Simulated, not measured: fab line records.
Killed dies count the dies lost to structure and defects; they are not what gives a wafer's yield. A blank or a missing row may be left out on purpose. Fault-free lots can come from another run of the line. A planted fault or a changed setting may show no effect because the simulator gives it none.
Comparing a struck lot with a sound one | flow n5-finfet | 39 out of 1938 route steps
Sound: wafers L361.1, L361.5, L361.6. Struck: wafer L347.3 (left out: L347.2, L347.5 of the same lot, which were not struck); the cause appears at the end.
Each step with rows lists, per side, the tool, then ch with its chambers, then its first start. Under that, the readings that differ: sound wafers | struck wafers | difference of the means | sigmas: that difference in standard deviations of wafers without a fault.
alike: readings whose means differ by less than 2 such deviations, and words and numbers that are the same on both sides. not compared: withheld readings, readings that some wafer has no value for, bounds like >300 that may hide the same value, and numbers for which the record gives no deviation and whose values overlap.
The two part at a step that has a row with sigmas, a row that says differs or no value, or rows on one side only. Numbers that have no deviation but don't overlap get no sigmas and don't part them. A reading that every wafer of one side lacks parts them only if that side has two wafers or more.

first, 10 steps without rows for these wafers: N5_DUMMY_REMOVAL_HM_STRIP_01 (strips SiNx in CH3F/O2, stops on poly-Si, target depth 4 nm, time 6.8 s); N5_DUMMY_REMOVAL_STRIP_10 (strips in N2/H2, time 40 s); N5_DUMMY_REMOVAL_PRECLEAN_07 (cleans in dHF, time 30 s); N5_DUMMY_REMOVAL_DUMMY_REMOVE_02 (chemistry TMAH, target poly-Si, stops on SiO2, target depth 142 nm, time 57 s, rinse time 30 s); N5_DUMMY_REMOVAL_PRECLEAN_08 (cleans in NF3:NH3, afs cycles 2, time 20 s, sublimation time 60 s); N5_DUMMY_REMOVAL_PRECLEAN_04 (cleans in DHF, time 37 s); N5_DUMMY_REMOVAL_SRD_05 (time 30 s); N5_HKMG_FIN_IL_REGROW_00 (material SiO2, chemistry O3, target thk 0.75 nm, time 30 s); N5_HKMG_FIN_HK_ALD_01 (deposits HfO2, target thk 1.6 nm, pulse time 3 s, purge time 3 s); N5_HKMG_FIN_HK_ANNEAL_02 (time 30 s).
N5_HKMG_FIN_ALD_74: deposits La2O3, target thk 0.5 nm, pulse time 6 s, co reactant pulse time 1 s.
  sound on ald-hk-03 ch 2,3, day 8 01:21; struck on ald-hk-03 ch 2, day 4 10:08
  alike: heater-power-w, precursor-pulse-height-rel
then, 26 steps without rows for these wafers: N5_HKMG_FIN_ALD_75 (deposits Al2O3, target thk 1 nm, co reactant pulse time 1 s); N5_HKMG_FIN_COAT_41 (time 60 s, resist thk 300 nm); N5_HKMG_FIN_COAT_42 (time 60 s, resist thk 35 nm); N5_HKMG_FIN_COAT_43 (resist thk 90 nm); N5_HKMG_FIN_EBR_45; N5_HKMG_FIN_SOFTBAKE_44 (time 60 s); N5_HKMG_FIN_EXPOSE_46 (exposes mask NDIPOLE); N5_HKMG_FIN_PEB_47 (peb time 60 s); N5_HKMG_FIN_DEVELOP_48 (develop time 30 s); N5_HKMG_FIN_DESCUM_53 (chemistry O2, time 7.9 s); N5_HKMG_FIN_ETCH_54 (etches SiARC in CF4, target depth 45.5 nm, time 75.8 s); N5_HKMG_FIN_ETCH_55 (etches SOC in N2/H2, target depth 240 nm, time 300 s); N5_HKMG_FIN_STRIP_56 (strips in N2/H2); N5_HKMG_FIN_STRIP_57 (strips in CF4); N5_HKMG_FIN_ETCH_58 (etches SOC in N2/H2, target depth 215.8 nm, time 741 s); N5_HKMG_FIN_STRIP_93 (strips SOC in N2/H2, time 20 s); N5_HKMG_FIN_WET_ETCH_76 (etches Al2O3 in dNH4OH, stops on La2O3, target depth 2.25 nm, rinse time 30 s); N5_HKMG_FIN_STRIP_60 (strips in N2/H2, time 360 s); N5_HKMG_FIN_WET_ETCH_77 (etches La2O3 in dHCl, stops on HfO2, target depth 2 nm); N5_HKMG_FIN_WET_ETCH_78 (etches Al2O3 in dNH4OH, stops on La2O3, target depth 4.5 nm, rinse time 30 s); N5_HKMG_FIN_ALD_79 (deposits TiN, target thk 1.5 nm, pulse time 1 s, purge time 3 s); N5_HKMG_FIN_CVD_62 (deposits a-Si from Si2H6, target thk 3 nm, time 20.8 s); N5_HKMG_FIN_RTA_80 (time 2 s); N5_HKMG_FIN_PRECLEAN_64 (cleans in dHF, time 30 s); N5_HKMG_FIN_WET_ETCH_65 (etches a-Si in TMAH, stops on TiN, time 49 s, target depth 3 nm); N5_HKMG_FIN_WET_ETCH_81 (etches TiN in SC1, stops on HfO2, time 57 s, target depth 6 nm).
-- a jump in the record: the struck wafers' starts before and after are 4 days apart (it breaks off in module HKMG_FIN and resumes in module BEOL_M4, where the first step shown is number 1111 of the route) --
N5_BEOL_M4_RC_MEAS_101:
  sound on prober-02 ch 0, day 11 18:33; struck on prober-01 ch 0, day 8 07:33
  reading             | sound                   | struck   | difference | sigmas
  IOFF_P (nA/um)      | 0.17 0.18 0.17          | 0.64     | +0.47      | +13
  IOFF_P_85C (nA/um)  | 3.2 3.3 3.1             | 9.1      | +5.9       | +11
  IOFF_P_LIN (nA/um)  | 0.082 0.085 0.081       | 0.307    | +0.224     | +16
  IOFF_P_LONG (nA/um) | 9.1e-05 9.5e-05 9.1e-05 | 0.000261 | +0.000169  | +17
  ION_P (uA/um)       | 441 458 450             | 504      | +54        | +7
  VT_N_LVT (mV)       | 102 100 102             | 134      | +33        | +10
  VT_P (mV)           | -257 -254 -255          | -219     | +36        | +11
  VT_P_LONG (mV)      | -284 -280 -280          | -245     | +36        | +12
  alike: DIBL_N, DIBL_P, IOFF_N, ION_N, SS_N, SS_P, VT_N
-- record jumps: 4 days separate the struck wafers' starts on either side; left off in module BEOL_M4, taken up again in module PASSIVATION, whose first shown step is the route's number 1936 --
N5_PASSIVATION_PROBE_49:
  the record has rows for the struck wafers here (prober-02, day 12 08:47) and none for the sound ones

## WHERE THEY PART
Last at N5_PASSIVATION_PROBE_49 as far as this record goes, first at N5_BEOL_M4_RC_MEAS_101.

WHY: what had been put in by the simulator
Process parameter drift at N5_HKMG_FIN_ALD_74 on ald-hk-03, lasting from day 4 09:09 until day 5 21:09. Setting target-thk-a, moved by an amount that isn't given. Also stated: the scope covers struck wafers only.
